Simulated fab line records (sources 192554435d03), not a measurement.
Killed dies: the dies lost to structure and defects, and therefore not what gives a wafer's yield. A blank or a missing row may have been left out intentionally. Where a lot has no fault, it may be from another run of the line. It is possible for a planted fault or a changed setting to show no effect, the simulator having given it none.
A lot that was struck, set against a sound lot | flow n5_finfet | 13 out of 1938 route steps
Sound: wafers L945.2, L945.5, L945.6. Struck: wafers L944.2, L944.3, L944.4. The cause is given at the end.
Order at every step that has rows: each side's tool, ch and its chambers, its first start. Under that, the readings that differ: sound wafers | struck wafers | difference of the means | sigmas: that difference in standard deviations of wafers without a fault.
alike: a reading whose means differ by less than 2 such deviations, as well as words and numbers matching on both sides. not compared: withheld readings; readings where some wafer has no value; bounds like >300 that might hide an equal value; numbers whose values overlap and for which the record gives no deviation.
A row with sigmas, a row that says differs or no value, or rows on one side alone: a step with any of these is where the two part. Numbers that have no deviation but don't overlap get no sigmas and don't part them. Lack of a reading on every wafer of one side parts them only where that side has two or more wafers.

first, 9 steps without rows for these wafers: N5_BEOL_M0_SAQP_PEB_12 (peb time 60 s); N5_BEOL_M0_SAQP_DEVELOP_13 (develop time 30 s); N5_BEOL_M0_SAQP_DESCUM_19 (chemistry O2, time 7.9 s); N5_BEOL_M0_SAQP_ETCH_83 (etches SiARC in CF4, target depth 39 nm, time 65 s); N5_BEOL_M0_SAQP_ETCH_84 (etches SOC in N2/H2, target depth 100 nm, overetch 20 nm, time 150 s); N5_BEOL_M0_SAQP_STRIP_80 (strips in N2/H2); N5_BEOL_M0_SAQP_HM_OPEN_112 (chemistry CHF3/O2, target SiO2, stops on a-Si, target depth 12 nm, time 13.5 s); N5_BEOL_M0_SAQP_STRIP_113 (strips in CHF3/O2); N5_BEOL_M0_SAQP_MANDREL_ETCH_20 (etches a-Si in HBr/Cl2, stops on SiNx, target depth 60 nm, bt time 10 s, time 30 s).
N5_BEOL_M0_SAQP_STRIP_86: strips in N2/H2.
  sound on rie_diel-02 ch 2,3, day 9 13:11; struck on rie_diel-04 ch 0,1,3, day 9 08:16
  reading               | sound             | struck            | difference | sigmas
  h2_flow_sccm (sccm)   | 299.4 300.3 300.4 | 269.5 269.7 268.3 | -30.9      | -34
  oes_product_au (a.u.) | 0.95 0.94 0.96    | 0.74 0.73 0.68    | -0.23      | -3
  alike: drypump_motor_current_A, n2_flow_sccm, rf_vpp_V, showerhead_plenum_p_Torr, temp_c, throttle_valve_pct
  not compared: rf_hours_counter_h
then, 1 step without rows for these wafers: N5_BEOL_M0_SAQP_STRIP_115 (strips in post etch residue remover, time 60 s).
-- a jump in the record: the struck wafers' starts before and after are 2 days apart (it breaks off in module BEOL_M0_SAQP and resumes in module BEOL_M4, where the first step shown is number 1111 of the route) --
N5_BEOL_M4_RC_MEAS_101:
  sound on prober-01 ch 0, day 11 21:58; struck on prober-01 ch 0, day 11 16:14
  alike: DIBL_N, DIBL_P, IOFF_N, IOFF_P, ION_N, ION_P, SS_N, SS_P, VT_N, VT_P
following that, these wafers have no rows for 1 step: N5_PASSIVATION_PROBE_49.

== WHERE THEY PART ==
Only at N5_BEOL_M0_SAQP_STRIP_86, as far as this record shows. Later steps at which nothing parts them and some readings are alike: N5_BEOL_M4_RC_MEAS_101.

WHY: whatever the simulator had introduced
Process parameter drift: rie_diel-04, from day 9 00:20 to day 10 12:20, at N5_BEOL_M0_SAQP_STRIP_86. Setting h2_flow_sccm, moved by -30, from 300. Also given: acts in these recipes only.
